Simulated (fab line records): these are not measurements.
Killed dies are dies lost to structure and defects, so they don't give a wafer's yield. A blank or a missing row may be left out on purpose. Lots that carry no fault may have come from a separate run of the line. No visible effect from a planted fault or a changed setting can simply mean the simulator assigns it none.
Matching of chambers + flow n5 finfet + cmp-01 running N5_ILD0_CMP_12: 4 sister chambers
The step polishes SiNx, stops on poly-Si, t overpolish 6 s, target thk 17.67 nm. 4 wafers are shown with their chamber, then 7 later ones without.

== WAFERS WITH THEIR CHAMBER ==
| wafer  | chamber | motor current A (A) |
|--------|---------|---------------------|
| L245.2 | 0       | 8.8                 |
| L245.6 | 1       | 7.9                 |
| L247.3 | 2       | 9.3                 |
| L247.4 | 3       | 9.7                 |

== WAFERS WHOSE CHAMBER IS MISSING ==
| wafer  | motor current A (A) |
|--------|---------------------|
| L247.5 | 8.3                 |
| L250.1 | 8.5                 |
| L250.4 | 8.6                 |
| L250.5 | 8.4                 |
| L253.1 | 7.6                 |
| L253.2 | 8.9                 |
| L253.5 | 9.3                 |

== WHICH CHAMBER EACH ONE RAN IN ==
| wafer  | from the rows above          | in truth |
|--------|------------------------------|----------|
| L247.5 | can't be placed: 1 or 0      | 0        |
| L250.1 | can't be placed: 0 or 1 or 2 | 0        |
| L250.4 | can't be placed: 0 or 1 or 2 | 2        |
| L250.5 | can't be placed: 0 or 1 or 2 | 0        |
| L253.1 | 1                            | 1        |
| L253.2 | can't be placed: 0 or 2      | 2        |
| L253.5 | can't be placed: 2 or 3 or 0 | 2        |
1 of 7 placed correctly. Can't be placed from these rows: 6 (the true chamber is among the candidates in 6). Wrongly placed: 0.
How it was worked out, from the rows above alone: a wafer's distance from a chamber is the root of the sum, over the readings, of the square of ((its reading less the chamber's mean) divided by the reading's scatter). The wafer belongs to the nearest chamber; if the next one is less than 2 further off, it can't be placed. For every chamber, the mean is computed from those of its wafers that are shown. The scatter (one wafer shown for each chamber): square how far every hidden wafer sits from the nearest shown wafer, average those squares and take the square root.
